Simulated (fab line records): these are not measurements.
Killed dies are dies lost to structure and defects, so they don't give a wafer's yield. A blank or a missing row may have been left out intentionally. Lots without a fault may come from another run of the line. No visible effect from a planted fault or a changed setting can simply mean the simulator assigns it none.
Split-lot experiment / flow n5_finfet / 39 wafers read from 7 lots, route of 1938 steps

== THE SPLIT ITSELF ==
At N5_SD_EPI_N_EPI_21 (deposits Si:P, time 690 s), the setting time_s was moved away from the recipe's 690 s on 15 of the 39 wafers read, by -9.8% to +19.7%. This setting was run at the recipe's value on the other wafers.

== FROM THE SPLIT TO THE READING: what the file shows between them, 5 steps ==
- N5_SD_EPI_N_EPI_MEAS_23
- N5_SD_EPI_N_PRECLEAN_24: cleans in O3/DIW, time 60 s
- N5_SD_EPI_N_SRD_25: time 30 s
- N5_SD_ACTIVATION_RTA_00: time 0 s
- N5_SD_ACTIVATION_LSA_01: time 0.0008 s

== THE READING ==
RS_SD_N, in ohm/sq, at N5_SD_ACTIVATION_RS_MEAS_03 (measures by four-point-probe). Typical for fault-free wafers on this fab line: 21.92 ohm/sq, with standard deviation 0.26 ohm/sq.

wafer=L075.1; tool, chamber at the split=epi_rpcvd-03, 0; time_s as run, s=690; against the recipe=recipe; RS_SD_N, ohm/sq=21.96; against lot-mates on the recipe=-
wafer=L075.2; tool, chamber at the split=epi_rpcvd-03, 0; time_s as run, s=690; against the recipe=recipe; RS_SD_N, ohm/sq=21.66; against lot-mates on the recipe=-
wafer=L075.3; tool, chamber at the split=epi_rpcvd-03, 0; time_s as run, s=690; against the recipe=recipe; RS_SD_N, ohm/sq=21.96; against lot-mates on the recipe=-
wafer=L075.4; tool, chamber at the split=epi_rpcvd-03, 0; time_s as run, s=690; against the recipe=recipe; RS_SD_N, ohm/sq=21.88; against lot-mates on the recipe=-
wafer=L075.5; tool, chamber at the split=epi_rpcvd-03, 0; time_s as run, s=690; against the recipe=recipe; RS_SD_N, ohm/sq=21.80; against lot-mates on the recipe=-
wafer=L075.6; tool, chamber at the split=epi_rpcvd-03, 0; time_s as run, s=690; against the recipe=recipe; RS_SD_N, ohm/sq=21.83; against lot-mates on the recipe=-
wafer=L076.1; tool, chamber at the split=epi_rpcvd-04, 0; time_s as run, s=690; against the recipe=recipe; RS_SD_N, ohm/sq=22.04; against lot-mates on the recipe=-
wafer=L076.2; tool, chamber at the split=epi_rpcvd-04, 0; time_s as run, s=690; against the recipe=recipe; RS_SD_N, ohm/sq=22.14; against lot-mates on the recipe=-
wafer=L076.3; tool, chamber at the split=epi_rpcvd-04, 0; time_s as run, s=826.1; against the recipe=+19.7%; RS_SD_N, ohm/sq=19.41; against lot-mates on the recipe=-2.61
wafer=L076.4; tool, chamber at the split=epi_rpcvd-04, 0; time_s as run, s=826.1; against the recipe=+19.7%; RS_SD_N, ohm/sq=19.28; against lot-mates on the recipe=-2.74
wafer=L076.5; tool, chamber at the split=epi_rpcvd-04, 0; time_s as run, s=690; against the recipe=recipe; RS_SD_N, ohm/sq=21.87; against lot-mates on the recipe=-
wafer=L076.6; tool, chamber at the split=epi_rpcvd-04, 0; time_s as run, s=826.1; against the recipe=+19.7%; RS_SD_N, ohm/sq=19.08; against lot-mates on the recipe=-2.94
wafer=L080.1; tool, chamber at the split=epi_rpcvd-04, 0; time_s as run, s=728.5; against the recipe=+5.6%; RS_SD_N, ohm/sq=20.96; against lot-mates on the recipe=-0.74
wafer=L080.2; tool, chamber at the split=epi_rpcvd-04, 0; time_s as run, s=690; against the recipe=recipe; RS_SD_N, ohm/sq=21.56; against lot-mates on the recipe=-
wafer=L080.3; tool, chamber at the split=epi_rpcvd-04, 0; time_s as run, s=728.5; against the recipe=+5.6%; RS_SD_N, ohm/sq=20.88; against lot-mates on the recipe=-0.82
wafer=L080.4; tool, chamber at the split=epi_rpcvd-04, 0; time_s as run, s=690; against the recipe=recipe; RS_SD_N, ohm/sq=21.92; against lot-mates on the recipe=-
wafer=L080.5; tool, chamber at the split=epi_rpcvd-04, 0; time_s as run, s=690; against the recipe=recipe; RS_SD_N, ohm/sq=21.62; against lot-mates on the recipe=-
wafer=L080.6; tool, chamber at the split=epi_rpcvd-04, 0; time_s as run, s=728.5; against the recipe=+5.6%; RS_SD_N, ohm/sq=20.86; against lot-mates on the recipe=-0.84
wafer=L082.1; tool, chamber at the split=epi_rpcvd-03, 0; time_s as run, s=787.9; against the recipe=+14.2%; RS_SD_N, ohm/sq=20.22; against lot-mates on the recipe=-1.43
wafer=L082.2; tool, chamber at the split=epi_rpcvd-03, 0; time_s as run, s=690; against the recipe=recipe; RS_SD_N, ohm/sq=21.61; against lot-mates on the recipe=-
wafer=L082.3; tool, chamber at the split=epi_rpcvd-03, 0; time_s as run, s=787.9; against the recipe=+14.2%; RS_SD_N, ohm/sq=19.41; against lot-mates on the recipe=-2.24
wafer=L082.4; tool, chamber at the split=epi_rpcvd-03, 0; time_s as run, s=690; against the recipe=recipe; RS_SD_N, ohm/sq=21.83; against lot-mates on the recipe=-
wafer=L082.5; tool, chamber at the split=epi_rpcvd-03, 0; time_s as run, s=787.9; against the recipe=+14.2%; RS_SD_N, ohm/sq=19.70; against lot-mates on the recipe=-1.95
wafer=L082.6; tool, chamber at the split=epi_rpcvd-03, 0; time_s as run, s=690; against the recipe=recipe; RS_SD_N, ohm/sq=21.52; against lot-mates on the recipe=-
wafer=L084.1; tool, chamber at the split=epi_rpcvd-04, 0; time_s as run, s=805.2; against the recipe=+16.7%; RS_SD_N, ohm/sq=20.06; against lot-mates on the recipe=-2.09
wafer=L084.2; tool, chamber at the split=epi_rpcvd-04, 0; time_s as run, s=805.2; against the recipe=+16.7%; RS_SD_N, ohm/sq=19.75; against lot-mates on the recipe=-2.40
wafer=L084.3; tool, chamber at the split=epi_rpcvd-04, 0; time_s as run, s=690; against the recipe=recipe; RS_SD_N, ohm/sq=21.96; against lot-mates on the recipe=-
wafer=L084.4; tool, chamber at the split=epi_rpcvd-04, 0; time_s as run, s=690; against the recipe=recipe; RS_SD_N, ohm/sq=22.20; against lot-mates on the recipe=-
wafer=L084.5; tool, chamber at the split=epi_rpcvd-04, 0; time_s as run, s=805.2; against the recipe=+16.7%; RS_SD_N, ohm/sq=19.81; against lot-mates on the recipe=-2.34
wafer=L084.6; tool, chamber at the split=epi_rpcvd-04, 0; time_s as run, s=690; against the recipe=recipe; RS_SD_N, ohm/sq=22.30; against lot-mates on the recipe=-
wafer=L088.1; tool, chamber at the split=epi_rpcvd-04, 0; time_s as run, s=690; against the recipe=recipe; RS_SD_N, ohm/sq=22.21; against lot-mates on the recipe=-
wafer=L088.2; tool, chamber at the split=epi_rpcvd-04, 0; time_s as run, s=690; against the recipe=recipe; RS_SD_N, ohm/sq=21.64; against lot-mates on the recipe=-
wafer=L088.5; tool, chamber at the split=epi_rpcvd-04, 0; time_s as run, s=690; against the recipe=recipe; RS_SD_N, ohm/sq=21.85; against lot-mates on the recipe=-
wafer=L090.1; tool, chamber at the split=epi_rpcvd-03, 0; time_s as run, s=690; against the recipe=recipe; RS_SD_N, ohm/sq=22.01; against lot-mates on the recipe=-
wafer=L090.2; tool, chamber at the split=epi_rpcvd-03, 0; time_s as run, s=622.3; against the recipe=-9.8%; RS_SD_N, ohm/sq=23.78; against lot-mates on the recipe=+1.79
wafer=L090.3; tool, chamber at the split=epi_rpcvd-03, 0; time_s as run, s=622.3; against the recipe=-9.8%; RS_SD_N, ohm/sq=23.76; against lot-mates on the recipe=+1.77
wafer=L090.4; tool, chamber at the split=epi_rpcvd-03, 0; time_s as run, s=690; against the recipe=recipe; RS_SD_N, ohm/sq=22.01; against lot-mates on the recipe=-
wafer=L090.5; tool, chamber at the split=epi_rpcvd-03, 0; time_s as run, s=690; against the recipe=recipe; RS_SD_N, ohm/sq=21.95; against lot-mates on the recipe=-
wafer=L090.6; tool, chamber at the split=epi_rpcvd-03, 0; time_s as run, s=622.3; against the recipe=-9.8%; RS_SD_N, ohm/sq=23.47; against lot-mates on the recipe=+1.48

FIT RESULTS
A straight line over all 39 wafers: RS_SD_N changes by -0.141 ohm/sq for each +1% of time_s; r = -0.98; the points scatter about the line by 0.26 ohm/sq.
The same after taking each lot's own level away (the mean of its wafers on the recipe; 39 wafers): -0.143 ohm/sq for each +1%; r = -0.99; scatter 0.18 ohm/sq.
The reading moves by 2.8 ohm/sq for the largest change in time_s, on that fit.
Across the lots, their own levels run from 21.653 to 22.153 ohm/sq, a range of 1.9 times the standard deviation given above.
The two slopes agree, so the slope changes little with the lot-to-lot level.
Check: -2.79 ohm/sq against its lot-mates is what the line predicts for one of the wafers moved furthest among these (+19.7%) when that wafer is left out of the fit. It came out at -2.61 ohm/sq against them.

== THE WHOLE CHAIN: every reading that the file lists as answering this split, in the file's order ==
step=N5_SD_EPI_N_EPI_21; what it does=deposits Si:P, time 690 s; reading=Si-P_of_SD_EPI_N_EPI_21.thk_nm (the simulator's own value, which no gauge read); change (the file's fit)=+0.42 nm for each +1% of the setting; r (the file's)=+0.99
step=N5_SD_EPI_N_EPI_MEAS_23; what it does=; reading=thk_nm; change (the file's fit)=withheld for each +1% of the setting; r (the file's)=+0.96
step=N5_SD_ACTIVATION_RS_MEAS_03; what it does=measures by four-point-probe; reading=RS_SD_N; change (the file's fit)=-0.141 for each +1% of the setting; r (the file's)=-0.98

== FILE'S OWN FIT ==
RS_SD_N changes by -0.141 ohm/sq for each +1% of time_s, r = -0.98.
